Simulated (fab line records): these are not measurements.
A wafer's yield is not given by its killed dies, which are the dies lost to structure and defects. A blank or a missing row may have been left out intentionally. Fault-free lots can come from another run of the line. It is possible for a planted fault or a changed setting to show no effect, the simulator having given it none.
Which tool was responsible?	flow n5_finfet	9 lots, 27 wafers sampled, at 5 steps of a route of 1938

WHAT THE GAUGES SHOWED, per wafer
N5_BEOL_M2_OVL_MEAS_29. Usual: V1_OVL typically reads -0.4 nm, with standard deviation 0.69.
lot	measured	on	V1_OVL (nm)	flag
L704	day 7 22:29	overlay-02	-0.9 -1.5 -0.2	
L705	day 7 23:38	overlay-01	-0.8 -0.8 -0.3	
L708	day 8 18:36	overlay-02	-1.2 -1.1 -0.8	
L710	day 9 07:25	overlay-02	-0.4 -0.5 -1.6	
L711	day 9 08:28	overlay-01	-1.0 -0.5 -1.3	
L715	day 10 01:28	overlay-02	-1.6 -1.7 -1.8	
L717	day 10 12:02	overlay-01	-0.3 0.0 -0.7	
L721	day 11 11:08	overlay-01	-0.3 -0.6 -0.7	
L723	day 12 11:57	overlay-02	0.6 1.2 0.9	

N5_BEOL_M4_RC_MEAS_101. Usual: DIBL_N 36.3 mV/V, standard deviation 1.1; DIBL_P 36.3 mV/V, standard deviation 1.4; IOFF_N 0.155 nA/um, standard deviation 0.019; IOFF_P 0.211 nA/um, standard deviation 0.027; ION_N 672 uA/um, standard deviation 8.5; ION_P 462 uA/um, standard deviation 5.8; SS_N 71.5 mV/dec, standard deviation 0.56; SS_P 73.3 mV/dec, standard deviation 0.52; VT_N 249.9 mV, standard deviation 2.5; VT_P -249.8 mV, standard deviation 2.8.
lot	measured	on	DIBL_N (mV/V)	DIBL_P (mV/V)	IOFF_N (nA/um)	IOFF_P (nA/um)	ION_N (uA/um)	ION_P (uA/um)	SS_N (mV/dec)	SS_P (mV/dec)	VT_N (mV)	VT_P (mV)	flag
L704	day 10 03:50	prober-01	35.0 35.6 36.1	36.1 37.4 37.8	0.126 0.148 0.149	0.198 0.235 0.227	669 679 668	459 473 458	70.9 71.3 71.5	72.1 73.1 72.3	255.9 248.9 251.6	-249.1 -247.1 -248.8	
L705	day 10 22:22	prober-01	37.2 36.5 35.9	37.1 36.6 35.2	0.172 0.161 0.140	0.244 0.243 0.227	676 672 669	472 467 469	71.9 71.8 71.0	73.9 73.0 72.7	248.4 247.0 252.1	-244.4 -247.3 -248.4	
L708	day 13 01:34	prober-02	36.7 37.7 36.1	37.0 37.7 34.9	0.177 0.182 0.156	0.217 0.223 0.183	689 677 670	466 459 456	71.6 72.3 71.0	74.0 73.2 73.2	250.4 245.9 249.7	-248.3 -247.1 -251.6	
L710	day 13 23:12	prober-02	35.9 35.7 35.2	36.0 35.8 35.6	0.138 0.138 0.128	0.162 0.165 0.158	662 671 668	451 455 456	71.5 71.1 70.8	73.4 72.9 72.3	250.9 253.8 255.3	-255.3 -253.9 -256.4	
L711	day 14 10:34	prober-02	36.8 37.9 37.7	35.7 37.1 37.4	0.137 0.163 0.156	0.201 0.222 0.216	677 675 672	467 468 461	70.4 71.6 71.7	72.5 73.2 74.0	250.5 249.0 248.3	-250.7 -246.1 -251.8	
L715	day 15 19:02	prober-02	36.0 34.5 36.7	35.6 33.9 36.1	0.151 0.128 0.169	0.238 0.210 0.253	667 662 682	468 464 467	71.7 70.8 71.6	73.2 72.8 72.9	248.3 253.7 245.5	-246.1 -245.9 -243.8	
L717	day 15 15:35	prober-01	35.4 35.7 34.8	36.2 37.6 35.6	0.143 0.146 0.134	0.196 0.219 0.186	665 669 658	461 463 454	71.9 71.4 72.3	73.2 73.5 73.0	253.8 252.3 252.1	-252.5 -248.9 -251.9	
L721	day 17 06:04	prober-02	36.5 40.0 37.1	36.4 40.9 37.2	0.150 0.228 0.171	0.210 0.301 0.236	676 699 677	466 479 471	71.5 72.5 71.1	72.9 74.0 73.1	250.0 242.9 246.3	-250.0 -244.8 -247.0	
L723	day 17 17:07	prober-01	35.6 36.3 36.0	35.2 34.7 35.2	0.158 0.159 0.158	0.210 0.200 0.205	682 666 675	464 459 458	72.1 72.0 71.3	73.3 73.4 73.0	248.2 249.2 249.8	-248.4 -250.9 -249.2	

TOOL THAT RAN EACH LOT (tool first, then ch and the chambers of the sampled wafers, then the start)
lot	N5_BEOL_M2_STRIP_36	N5_BEOL_M2_ETCH_41	N5_BEOL_M2_SURFACE_TREAT_85
L704	rie_diel-05 ch 0,2, day 8 01:54	rie_diel-05 ch 0,2, day 8 01:58	pvd_sputter-01, day 8 02:47
L705	rie_diel-02 ch 1,2, day 8 07:13	rie_diel-02 ch 1,2, day 8 07:17	pvd_sputter-01, day 8 08:09
L708	rie_diel-02 ch 1,2,3, day 9 06:49	rie_diel-02 ch 1,2,3, day 9 06:53	pvd_sputter-03, day 9 08:18
L710	rie_diel-04 ch 0,2,3, day 11 00:48	rie_diel-04 ch 0,2,3, day 11 00:52	pvd_sputter-02, day 11 01:31
L711	rie_diel-02 ch 1,2, day 11 00:50	rie_diel-02 ch 1,2, day 11 00:55	pvd_sputter-01, day 11 01:35
L715	rie_diel-05 ch 0,3, day 12 17:58	rie_diel-05 ch 0,3, day 12 18:02	pvd_sputter-02, day 12 19:08
L717	rie_diel-04 ch 1,2,3, day 13 00:19	rie_diel-04 ch 1,2,3, day 13 00:23	pvd_sputter-02, day 13 01:02
L721	rie_diel-05 ch 1,2,3, day 13 06:45	rie_diel-05 ch 1,2,3, day 13 06:49	pvd_sputter-01, day 13 07:32
L723	rie_diel-02 ch 0,1,3, day 14 01:43	rie_diel-02 ch 0,1,3, day 14 01:47	pvd_sputter-02, day 14 02:41
- N5_BEOL_M2_STRIP_36: strips in N2/H2.
- N5_BEOL_M2_ETCH_41: etches SiCN in CH3F/O2, target depth 29.9 nm, time 52.5 s.
- N5_BEOL_M2_SURFACE_TREAT_85

AS READ BY THE TOOLS THEMSELVES (means over the sampled wafers that have a number; for cases with no such wafer, the mark the record gives instead)
N5_BEOL_M2_STRIP_36. Usual: bias_power_w 6.998 W, standard deviation 0.02; drypump_motor_current_A 5.7 A, standard deviation 0.4; oes_product_au 0.80 a.u., standard deviation 0.099; rf_vpp_V 59.3 V, standard deviation 1.3; showerhead_plenum_p_Torr 2.58 Torr, standard deviation 0.099; throttle_valve_pct 23.73 %, standard deviation 0.17.
lot	tool	bias_power_w (W)	drypump_motor_current_A (A)	oes_product_au (a.u.)	rf_vpp_V (V)	showerhead_plenum_p_Torr (Torr)	throttle_valve_pct (%)	flag
L704	rie_diel-05	6.993	6.0	0.78	58.7	2.61	23.85	
L705	rie_diel-02	6.975	5.8	0.76	59.0	2.65	23.71	
L708	rie_diel-02	7.009	5.7	0.76	60.2	2.58	23.79	
L710	rie_diel-04	7.007	5.5	0.86	60.1	2.60	23.62	
L711	rie_diel-02	6.983	5.7	0.77	59.0	2.66	23.87	
L715	rie_diel-05	7.008	6.4	0.79	58.4	2.60	23.82	
L717	rie_diel-04	7.031	5.3	0.83	58.7	2.51	23.72	
L721	rie_diel-05	6.986	5.9	0.84	59.4	2.64	23.63	
L723	rie_diel-02	6.997	5.7	0.71	57.6	2.48	23.69	

N5_BEOL_M2_ETCH_41. Usual: drypump_motor_current_A 5.7 A, standard deviation 0.4; oes_product_au 0.80 a.u., standard deviation 0.097; rf_vpp_V 297.8 V, standard deviation 1.6; showerhead_plenum_p_Torr 2.03 Torr, standard deviation 0.074; throttle_valve_pct 16.34 %, standard deviation 0.17.
lot	tool	drypump_motor_current_A (A)	oes_product_au (a.u.)	rf_vpp_V (V)	showerhead_plenum_p_Torr (Torr)	throttle_valve_pct (%)	flag
L704	rie_diel-05	5.9	0.77	297.9	2.05	16.54	
L705	rie_diel-02	5.7	0.76	298.2	2.09	16.33	
L708	rie_diel-02	5.7	0.76	297.8	2.03	16.41	
L710	rie_diel-04	5.5	0.86	297.3	2.04	16.24	
L711	rie_diel-02	5.7	1.07	300.2	2.08	16.39	
L715	rie_diel-05	6.4	0.80	298.2	2.04	16.35	
L717	rie_diel-04	5.3	0.82	297.7	1.98	16.37	
L721	rie_diel-05	5.9	0.84	298.2	2.08	16.30	
L723	rie_diel-02	5.7	0.71	296.6	1.95	16.47	

THE ANSWER, worked out from the rows above alone
Rule: a lot counts as off when the mean over its wafers that have a number is more than 3 standard deviations away from the usual mean. A lot without any number at a reading at which 4 lots or more have one is off too. The other lots that the step has rows for count as sound. The gauges are gone through in route order, then the tools' own readings, and for those a lot's mean is taken as printed above. At the first step where some lot is off, the reading lying furthest off is the one used; lots without a number count as furthest.
No lot is off at any reading shown: from this, nothing can be told.

WHAT THE SIMULATOR HAD INSERTED
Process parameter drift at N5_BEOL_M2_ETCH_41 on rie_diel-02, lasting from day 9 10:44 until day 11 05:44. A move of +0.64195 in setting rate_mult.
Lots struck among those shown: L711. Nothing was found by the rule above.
